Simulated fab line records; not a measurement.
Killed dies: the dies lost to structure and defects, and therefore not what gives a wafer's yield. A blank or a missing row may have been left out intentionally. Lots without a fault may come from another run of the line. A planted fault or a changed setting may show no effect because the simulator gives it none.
fab line records	flow n5-finfet
record: lots: 4	wafers: 12	last-day: 16
route steps=1938 shown BEOL_M4@1099 BEOL_M5@1112 BEOL_M10@1470 PASSIVATION@1936
lots that met no fault: taken from a fault-free run of the same line
start-h: hours from the record's first day to the start of the lot's first wafer shown	wait-h: how many hours have passed since the lot's step before this one	" unchanged from the row above	L1.1+2: one row covering several wafers at once	- no value present, or no start provided	* or withheld: withheld	< > ~ a bound
route shown NAME@n: NAME is a module with steps in the file, n the number in the route of the first one	usual: mean/standard deviation taken from wafers without a fault	same: alike in all rows	chamber/n: place in a boat	sites: the reading at each site	_std_site: the values' standard deviation	_edge_site: the outer-site mean with the inner-site mean subtracted	radius-mm: for every site, how far away it sits from the centre of the wafer	mask NAME#n: copy n	behind: the tool/chamber that last shaped the wafer	hold: reason for holding the lot/hours on hold/outcome of the hold	device: transistor that didn't switch, given as n, p or np	end of line: the tests these same wafers got at the end of their route	for a step that has no rows: nothing shown but its recipe	killed: not the wafer's yield, but the dies lost to structure and defects at the first sort	map: the dies of a wafer, with x for killed, . for not killed, _ for no die there
set.NAME: the setting that was run; set.NAME@STEP: the one run at that earlier step	model.NAME: the simulator's own value behind a step, which no gauge read
lots at some steps of the route; a table a step, a row a wafer
services: when a tool's chamber went out of use (start-h, in hours from the record's first day, below 0 if earlier), for how many hours, and the reason
== steps ==
step: N5_BEOL_M4_ANNEAL_95
recipe: temp-c: 400	time-s: 240	ambient: vacuum
step: N5_BEOL_M4_SPUTTER_96
recipe: material: Cu	target-thk-a: 45	temp-c: -20	chamber-pressure-pa: 0.07	power-w: withheld	time-s: 8.29
step: N5_BEOL_M4_ECD_50
recipe: material: Cu	target-thk-a: 3000
step: N5_BEOL_M4_ANNEAL_51
recipe: temp-c: 225	time-s: 90	ambient: N2
step: N5_BEOL_M4_CMP_52
recipe: stop-on: SiOC	t-overpolish-s: 6.8	down-force-psi: 1	platen-rpm: 50	clearing-platen-down-force-psi: 1.5	clearing-platen-rpm: 50	post-cmp-clean: cu-alkaline	target-thk-nm: 40	clearing-platen-pad-velocity-m-s: 0.99484	pad-velocity-m-s: 0.99484
step: N5_BEOL_M4_PRE_CLEAN_60
recipe: gas: NH3/H2	time-s: 15	temp-c: *	rf-power-w: 300
step: N5_BEOL_M4_CO_CAP_55
recipe: material: Co	target-thk-a: 20	temp-c: 200	precursor: CCTBA/H2	pressure-torr: 30	time-s: 102.1
step: N5_BEOL_M4_PRE_CLEAN_56
recipe: gas: NH3	time-s: 15	temp-c: withheld	rf-power-w: 300
step: N5_BEOL_M4_DEP_57
recipe: material: SiCN	target-thk-a: 80	temp-c: withheld	precursor: 3MS/NH3	pressure-torr: 3	rf-w: 202	time-s: 14
step: N5_BEOL_M4_RC_MEAS_101
usual: DIBL_N: 35.9/1.9	DIBL_P: 35.8/2.4	IOFF_N: 0.15/0.031	IOFF_P: 0.21/0.037	ION_N: 672/13	ION_P: 462/8.3	SS_N: 71.5/0.72	SS_P: 73.2/0.67	VT_N: 250/3.4	VT_P: -250/3.4
lot.wafer	tool	chamber	start-h	wait-h	DIBL_N[mV/V]	DIBL_P[mV/V]	IOFF_N[nA/um]	IOFF_P[nA/um]	ION_N[uA/um]	ION_P[uA/um]	SS_N[mV/dec]	SS_P[mV/dec]	VT_N[mV]	VT_P[mV]
L734.1	prober-02	0	184.82	0.0	33.5	34.2	0.13	0.15	664	452	71.4	72.9	253	-256
L734.4	"	0	"	"	35.1	36.1	0.14	0.17	671	453	71.6	73.5	252	-257
L734.6	"	0	"	"	33.6	33.3	0.11	0.13	644	437	71.1	72.4	257	-261
L744.2	prober-01	0	253.21	0.2	36.7	37.0	0.17	0.26	680	473	72.0	73.4	249	-245
L744.5	"	0	"	"	36.3	35.2	0.16	0.22	688	470	72.1	72.8	248	-249
L744.6	"	0	"	"	34.6	34.0	0.13	0.21	669	465	70.4	73.2	251	-246
L746.1	prober-01	0	261.27	0.0	34.7	34.6	0.13	0.17	683	461	71.6	72.8	251	-254
L746.2	"	0	"	"	35.5	34.5	0.13	0.17	672	453	71.2	72.5	253	-254
L746.4	"	0	"	"	35.3	35.2	0.12	0.18	668	458	71.0	73.2	254	-255
L752.2	prober-01	0	295.96	0.2	35.3	34.8	0.16	0.20	683	466	70.5	72.8	247	-248
L752.3	"	0	"	"	32.0	31.7	0.10	0.16	664	462	69.9	71.9	256	-253
L752.5	"	0	"	"	33.2	32.1	0.12	0.17	672	469	69.5	72.0	253	-249
step: N5_BEOL_M5_ILD_DEP_00
recipe: material: SiCOH_lowk	target-thk-a: 1406.4	temp-c: 300	precursor: DEMS/porogen	pressure-torr: 5	rf-w: 500	time-s: 25.9
step: N5_BEOL_M5_CURE_79
recipe: temp-c: 385	time-s: 240	ambient: He/Ar	material: SiCOH_lowk
step: N5_BEOL_M5_PECVD_70
recipe: material: SiO2	target-thk-a: 160	temp-c: 400	precursor: TEOS/O2	pressure-torr: 5.5	rf-w: 450	teos-flow-sccm: 53.8	gas: O2	flow-sccm: 3000	time-s: 18
step: N5_BEOL_M5_HM_DEP_02
recipe: material: TiN	target-thk-a: 200	temp-c: 25	chamber-pressure-pa: 0.49996
step: N5_BEOL_M5_COAT_59
recipe: resist: SOC	temp-c: 250	time-s: 60	spin-rpm: 1500	resist-thk-nm: 60
step: N5_BEOL_M5_COAT_60
recipe: resist: SiARC	temp-c: 220	time-s: 60	spin-rpm: 1500	resist-thk-nm: 12
step: N5_BEOL_M5_COAT_71
recipe: resist: underlayer	temp-c: 205	time-s: 60	spin-rpm: 1500	resist-thk-nm: 5
step: N5_BEOL_M5_COAT_05
recipe: resist: CAR-EUV	spin-rpm: 1500	resist-thk-nm: 30
step: N5_BEOL_M5_EBR_07
recipe: solvent: PGMEA	ebr-width-mm: 1.5
step: N5_BEOL_M5_SOFTBAKE_06
recipe: temp-c: 110	time-s: 60	resist: CAR-EUV
step: N5_BEOL_M5_EXPOSE_08
recipe: mask-id: M5	na: 0.33	source-shape: annular	sigma-inner: 0.4	sigma-outer: 0.8	polarization: unpolarized	target-cd-nm: 28	dose-mj: 35.75
step: N5_BEOL_M5_PEB_09
recipe: peb-temp-c: 100	peb-time-s: 60	resist: CAR-EUV
step: N5_BEOL_M5_DEVELOP_10
recipe: develop-time-s: 30	developer: TMAH	resist: CAR-EUV	rinse-liquid: surfactant-rinse	dry: air-spin	dev-temp-c: 23
step: N5_BEOL_M5_DESCUM_16
recipe: chemistry: O2	time-s: 7	source-power-w: 50	bias-power-w: 20	pressure-mtorr: 20	rf-frequency-hz: 2.712e+07	temp-c: 40	resist: CAR-EUV	o2-flow-sccm: 225
step: N5_BEOL_M5_ETCH_72
recipe: chemistry: N2/H2	target: underlayer	target-depth-a: 65	mask-material: CAR-EUV	time-s: 5.2	ion-energy-ev: 200	pressure-mtorr: 30	source-w: 840	bias-w: 150	n2-flow-sccm: 200	h2-flow-sccm: 200	ends: cleared
step: N5_BEOL_M5_ETCH_61
recipe: chemistry: CF4	target: SiARC	target-depth-a: 156	mask-material: CAR-EUV	time-s: 26	ion-energy-ev: 80	pressure-mtorr: 40	source-w: 545	bias-w: 36	Ar_flow_sccm: 100	cf4-flow-sccm: 100	ends: cleared
step: N5_BEOL_M5_ETCH_62
recipe: chemistry: N2/H2	target: SOC	target-depth-a: 750	overetch-a: 150	mask-material: SiARC	temp-c: 40	time-s: 112.5	ion-energy-ev: 200	pressure-mtorr: 30	source-w: 840	bias-w: 150	n2-flow-sccm: 200	h2-flow-sccm: 200
step: N5_BEOL_M5_STRIP_63
recipe: chemistry: N2/H2	temp-c: 40	n2-flow-sccm: 200	h2-flow-sccm: 200	rf-frequency-hz: 6e+07
step: N5_BEOL_M5_STRIP_73
recipe: chemistry: N2/H2	temp-c: 40	n2-flow-sccm: 200	h2-flow-sccm: 200	rf-frequency-hz: 6e+07
step: N5_BEOL_M5_STRIP_64
recipe: chemistry: CF4	resist: SiARC	power-w: 300	bias-power-w: 75	pressure-mtorr: 50	cf4-flow-sccm: 150	rf-frequency-hz: 6e+07
step: N5_BEOL_M5_HM_OPEN_17
recipe: chemistry: Cl2/BCl3	target-depth-a: 200	overetch-a: 60	target: TiN	mask-material: SOC	ion-energy-ev: 150	pressure-mtorr: 10	icp-w: 1000	bias-w: 126	Cl2_flow_sccm: 53.25	bcl3-flow-sccm: 21.75	Ar_flow_sccm: 25
step: N5_BEOL_M5_STRIP_19
recipe: chemistry: O2	power-w: 400	temp-c: 40	pressure-mtorr: 30	rf-frequency-hz: 6e+07	bias-power-w: 0	overash-fraction: 0.2	o2-flow-sccm: 225
step: N5_BEOL_M5_COAT_65
recipe: resist: SOC	temp-c: 250	time-s: 60	spin-rpm: 1500	resist-thk-nm: 60
step: N5_BEOL_M5_COAT_66
recipe: resist: SiARC	temp-c: 220	time-s: 60	spin-rpm: 1500	resist-thk-nm: 12
step: N5_BEOL_M10_ILD_DEP_00
recipe: material: SiCOH_lowk	target-thk-a: 3085.1	temp-c: 300	precursor: DEMS/porogen	pressure-torr: 5	rf-w: 500	time-s: 58
usual: heater-power-w: 317/59	showerhead-plenum-p-Torr: 5.740/0.013	throttle-valve-pct: 14.2/1
lot.wafer	tool	chamber	start-h	wait-h	heater-power-w	showerhead-plenum-p-Torr	throttle-valve-pct
L734.1	pecvd-01	1	236.82	0.1	386	5.739	15.7
L734.4	"	0	"	"	369	5.743	13.8
L734.6	"	2	"	"	321	5.729	12.9
L744.2	pecvd-01	2	302.51	0.0	324	5.743	13.5
L744.5	"	1	"	"	398	5.725	15.6
L744.6	"	0	"	"	313	5.740	13.8
L746.1	pecvd-01	1	312.04	0.0	415	5.734	15.7
L746.2	"	0	"	"	369	5.735	13.7
L746.4	"	0	"	"	372	5.729	13.6
L752.2	pecvd-04	1	336.65	0.0	371	5.749	15.0
L752.3	"	0	"	"	225	5.758	15.3
L752.5	"	0	"	"	235	5.754	15.4
step: N5_BEOL_M10_THK_MEAS_01
recipe: reads: SiCOH_lowk_of_BEOL_M10_ILD_DEP_00
usual: M10_ILD_THK: 269/3.8
lot.wafer	tool	chamber	start-h	wait-h	M10_ILD_THK[nm]
L734.1	film-metro-02	-	237.41	0.4	259
L734.4	"	-	"	"	268
L734.6	"	-	"	"	266
L744.2	film-metro-02	-	303.10	0.4	268
L744.5	"	-	"	"	267
L744.6	"	-	"	"	203
L746.1	film-metro-01	-	312.69	0.4	266
L746.2	"	-	"	"	201
L746.4	"	-	"	"	204
L752.2	film-metro-01	-	337.24	0.4	272
L752.3	"	-	"	"	267
L752.5	"	-	"	"	275
step: N5_PASSIVATION_PROBE_49
usual: defect-limited-yield: 91.6/1.2	killed_at_M0_to_M3: 33/9.4	killed_at_M4_up: 13/5.2	killed-at-contacts: 13/5.6	killed-at-front-end: 37/9.5	killed-at-other: 4/3.1	killed-dies: 99/15	killed-on-rim: 13/3.6	killed-open: 65/11	killed-short: 32/7.5	sort_bin_5_function: 4.9/0.77	sort_bin_6_memory: 3.1/0.65	sort_bin_8_speed: 0.01/0.056	sort-n-pass: 1081/15	sort-yield-pct: 91.6/1.2
same: gross-dies: 1180	killed-at-back-side: 0	sort_bin_4_leakage[%]: 0
lot.wafer	tool	chamber	start-h	wait-h	defect-limited-yield[%]	killed_at_M0_to_M3	killed_at_M4_up	killed-at-contacts	killed-at-front-end	killed-at-other	killed-dies	killed-on-rim	killed-open	killed-short	sort_bin_5_function[%]	sort_bin_6_memory[%]	sort_bin_8_speed[%]	sort-n-pass	sort-yield-pct[%]
L744.6	prober-01	-	368.45	0.3	49.3	54	481	19	43	1	598	152	106	30	6.5	4.6	0	582	49.3
L746.2	prober-02	-	374.41	0.1	50.7	29	497	16	39	1	582	152	69	30	4.7	3.4	0	598	50.7
L746.4	prober-02	-	374.51	0.2	52.5	24	491	24	22	0	561	152	44	32	4.5	1.9	0	619	52.5
L752.5	prober-01	-	389.96	0.2	93.1	32	12	7	30	0	81	15	50	30	4.1	2.7	0	1099	93.1
killed by level:class
L744.6 BEOL_M10:area-dep=462 BEOL_M0_SAQP:geometric-particle:open=18 STI_FIN_REVEAL:geometric-particle:open=16 MOL_CONTACT_COAG:geometric-particle:open=15 FIN_SAQP:geometric-particle:open=11 BEOL_M2:geometric-particle:open=10 BEOL_M0_SAQP:geometric-particle:short=10 STARTING-WAFER:geometric-particle:open=6
L746.2 BEOL_M10:area-dep=482 MOL_CONTACT_COAG:geometric-particle:open=12 STI_FIN_REVEAL:geometric-particle:open=11 BEOL_M4:geometric-particle:open=10 BEOL_M3:geometric-particle:open=9 GATE_CUT:geometric-particle:short=6 BEOL_M0_SAQP:geometric-particle:open=6 FIN_SAQP:geometric-particle:open=4
L746.4 BEOL_M10:area-dep=484 MOL_CONTACT_COAG:geometric-particle:open=16 BEOL_M0_SAQP:geometric-particle:short=9 MOL_CONTACT_COAG:geometric-particle:short=8 BEOL_M0_SAQP:geometric-particle:open=6 GATE_CUT:geometric-particle:short=5 BEOL_M3:geometric-particle:open=4 FIN_SAQP:geometric-particle:open=3
L752.5 BEOL_M3:geometric-particle:open=13 STARTING-WAFER:geometric-particle:short=6 FIN_SAQP:geometric-particle:open=5 FIN_SAQP:geometric-particle:short=5 MOL_CONTACT_COAG:geometric-particle:open=5 BEOL_M4:geometric-particle:open=5 BEOL_M0_SAQP:geometric-particle:short=4 BEOL_M1:geometric-particle:open=4
map L744.6 (x killed, . not)
_________________xxxxxxxxxxxx________________
______________xxxxxxxxxxxxxxxxxx_____________
___________xxxxxxxxxxxxxxxxxxxxxxxx__________
__________xxxxxxxxxxxxxxxxxxxxxxxxxx_________
________xxxxxxxxxxxx.....x.xxxxxxxxxxx_______
_______xxxxxxxxxx....x........xxxxxxxxx______
______xxxxxxxx.................x.xxxxxxx_____
_____xxxxxxx.................x...xxxxxxxx____
____xxxxxxxx...x.xx...x....x......xxxxxxxx___
___xxxxxxx..............x....x......xxxxxxx__
___xxxxxxx..........x............x...xxxxxx__
__xxxxxxx.....x.......x.............xxxxxxxx_
__xxxxxxx......................xx......xxxxx_
_xxxxxxx.xx....x.......................xxxxxx
_xxxxxx......x.........x..x............xxxxxx
_xxxxxx.x.....x...............x.....x..xxxxxx
_xxxxxx.............x.x............x....xxxxx
_xxxxxxx..................x....x......xxxxxxx
_xxxxxxxx...xx.................x.......xxxxxx
_xxxxxx..........x......x......x.......xxxxxx
_xxxxxx.x............x......x..........xxxxxx
__xxxxxx..............................xxxxxx_
__xxxxxx......xx..x...................xxxxxx_
___xxxxxx.x.x..xx..............x.....xxxxxx__
___xxxxxxx..x.................xx....xxxxxxx__
____xxxxxxx....................xxxxxxxxxxx___
_____xxxxxxx..x.xx................xxxxxxx____
______xxxxxxxx..x.x.........x..xxxxxxxxx_____
_______xxxxxxxxx...x...........xxxxxxxx______
________xxxxxxxxxxx.........xxxxxxxxxx_______
__________xxxxxxxxxxxxxxxxxxxxxxxxxx_________
___________xxxxxxxxxxxxxxxxxxxxxxxx__________
______________xxxxxxxxxxxxxxxxxx_____________
_________________xxxxxxxxxxxx________________
map L746.2 (x killed, . not)
_________________xxxxxxxxxxxx________________
______________xxxxxxxxxxxxxxxxxx_____________
___________xxxxxxxxxxxxxxxxxxxxxxxx__________
__________xxxxxxxxxxxxxxxxxxxxxxxxxx_________
________xxxxxxxxxxx.x...xxxxxxxxxxxxxx_______
_______xxxxxxxxxxxx..........xxxxxxxxxx______
______xxxxxxxx..................xxxxxxxx_____
_____xxxxxxxx.....................xxxxxxx____
____xxxxxxx..........x..x.....xx...xxxxxxx___
___xxxxxxx..........................xxxxxxx__
___xxxxxx..x.........................xxxxxx__
__xxxxxx..............................xxxxxx_
__xxxxxx.............................x.xxxxx_
_xxxxxx...................x...x........xxxxxx
_xxxxxx.xx.....................x....x..xxxxxx
_xxxxxx......x......x...x..............xxxxxx
_xxxxxx...x.........x..............x...xxxxxx
_xxxxxx.............x..................xxxxxx
_xxxxxx..x...........x................xxxxxxx
_xxxxxx...x.x...x..........x..x......x.xxxxxx
_xxxxxx......x...x............x........xxxxxx
__xxxxxx.........x.....x.............xxxxxxx_
__xxxxxx.xx..x................x.......xxxxxx_
___xxxxxxx...........x.x..x........x.xxxxxx__
___xxxxxx............x.........x.....xxxxxx__
____xxxxxxx............x.........x..xxxxxx___
_____xxxxxxx.........x...........xxxxxxxx____
______xxxxxxxxx..x.......x......xxxxxxxx_____
_______xxxxxxxxx..............xxxxxxxxx______
________xxxxxxxxxx.xx......xxxxxxxxxxx_______
__________xxxxxxxxxxxxxxxxxxxxxxxxxx_________
___________xxxxxxxxxxxxxxxxxxxxxxxx__________
______________xxxxxxxxxxxxxxxxxx_____________
_________________xxxxxxxxxxxx________________
== services ==
tool	chamber	start-h	hours	kind
pecvd-01	1	216.04	4.4	repair
pecvd-01	2	259.72	5.5	scheduled-down
pecvd-04	-	275.15	6.0	pm
pecvd-01	1	290.76	2.1	scheduled-down
pecvd-04	1	292.53	5.5	scheduled-down
pecvd-01	1	320.58	8.3	repair
pecvd-01	0	329.59	2.1	scheduled-down
== key ==
first-sign: step: N5_BEOL_M10_THK_MEAS_01	reading: M10_ILD_THK	direction: down	sigmas: 18	usual: 269	struck: 203
effect: step: N5_PASSIVATION_PROBE_49	reading: killed_at_M4_up	direction: up	sigmas: 92	usual: 13	struck: 490
more-kills-born-at: N5_BEOL_M10_ILD_DEP_00@pecvd-01: 1428
met-at N5_BEOL_M10_ILD_DEP_00
struck-wafers L744.6,L746.2,L746.4
onset-between 236.82 302.51
fault: kind: site-profile-drift	tool: pecvd-01	chamber: 0	onset-h: 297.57	steps: N5_BEOL_M10_ILD_DEP_00	basis: fraction	max-abs-drift: 0.49159	slope-share-per-hr: 109.24	site-pattern: 0,0,0,0,0,-1,-1,-1,-1
